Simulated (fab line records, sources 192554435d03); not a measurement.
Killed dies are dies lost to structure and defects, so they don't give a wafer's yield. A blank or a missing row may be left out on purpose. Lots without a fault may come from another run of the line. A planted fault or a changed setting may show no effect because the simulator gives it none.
A struck lot beside a sound one | flow n5_finfet | 14 steps out of a route of 1938
Sound: wafers L579.3, L579.5, L579.6. Struck: wafers L567.2, L567.3, L567.5. The cause comes at the end.
At each step with rows: each side's tool, then ch and its chambers, then its first start. Under that, the readings that differ: sound wafers | struck wafers | difference of the means | sigmas: that difference in standard deviations of wafers without a fault.
alike: readings whose means differ by less than 2 such deviations, and words and numbers that are the same on both sides. not compared: withheld readings, readings that some wafer has no value for, bounds like >300 that may hide the same value, and numbers for which the record gives no deviation and whose values overlap.
The two part at a step that has a row with sigmas, a row that says differs or no value, or rows on one side only. Numbers that don't overlap but have no deviation are shown without sigmas and don't part them. A reading that every wafer of one side lacks parts them only if that side has two wafers or more.

first, 9 steps without rows for these wafers: N5_SDB_SOFTBAKE_06 (time 60 s); N5_SDB_EXPOSE_08 (exposes mask SDB); N5_SDB_PEB_09 (peb time 60 s); N5_SDB_DEVELOP_10 (develop time 30 s); N5_SDB_DESCUM_16 (chemistry O2, time 7.9 s); N5_SDB_ETCH_17 (etches SiARC in CF4, target depth 23.4 nm, time 39 s); N5_SDB_ETCH_18 (etches SOC in N2/H2, target depth 100 nm, overetch 20 nm, time 150 s); N5_SDB_STRIP_19 (strips in N2/H2); N5_SDB_STRIP_21 (strips in CF4).
N5_SDB_HM_OPEN_20: chemistry CH3F/O2, target SiNx, stops on poly-Si, target depth 24 nm.
  sound on rie_diel-06 ch 0,2,3, day 10 17:24; struck on rie_diel-04 ch 1,2,3, day 6 00:56
  no value came back on the struck wafers for any of 9 readings (CH3F_flow_sccm (sccm), O2_flow_sccm (sccm) and others); on the sound wafers CH3F_flow_sccm (sccm) reads 29.97 30.08 29.97
  reading                              | sound        | struck         | difference | sigmas
  model.SOC_of_SDB_COAT_03.thk_nm (nm) | 84.2 84 84.2 | 99.8 99.8 99.8 | +15.7      |
  not compared: rf_hours_counter_h
N5_SDB_STRIP_22: strips in N2/H2.
  sound on plasma_asher-01 ch 0,1, day 10 17:31; struck on plasma_asher-01 ch 0,1, day 6 01:01
  reading                      | sound             | struck            | difference | sigmas
  oes_product_au (a.u.)        | 0.719 0.712 0.715 | 0.735 0.723 0.719 | +0.010     | +2
  strip_time_to_endpoint_s (s) | 96.4 96.1 96.5    | 111.7 111.7 111.7 | +15.4      | +44
  alike: drypump_motor_current_A, heater_power_w
  not compared: rf_hours_counter_h
then, 1 step without rows for these wafers: N5_SDB_PRECLEAN_23 (cleans in dHF, time 30 s).
N5_BEOL_M4_RC_MEAS_101:
  the record has rows for the sound wafers here (prober-02 ch 0, day 16 01:50) and none for the struck ones
-- the record jumps here: 10 days lie between the struck wafers' starts before and after (it left off in module BEOL_M4 and takes up again in module PASSIVATION, whose first step shown is number 1936 of the route) --
N5_PASSIVATION_PROBE_49:
  the record has rows for the struck wafers here (prober-02, day 16 09:36) and none for the sound ones

WHERE THEY PART
First at N5_SDB_HM_OPEN_20; last, within this record, at N5_PASSIVATION_PROBE_49.

WHY: what the simulator had put in
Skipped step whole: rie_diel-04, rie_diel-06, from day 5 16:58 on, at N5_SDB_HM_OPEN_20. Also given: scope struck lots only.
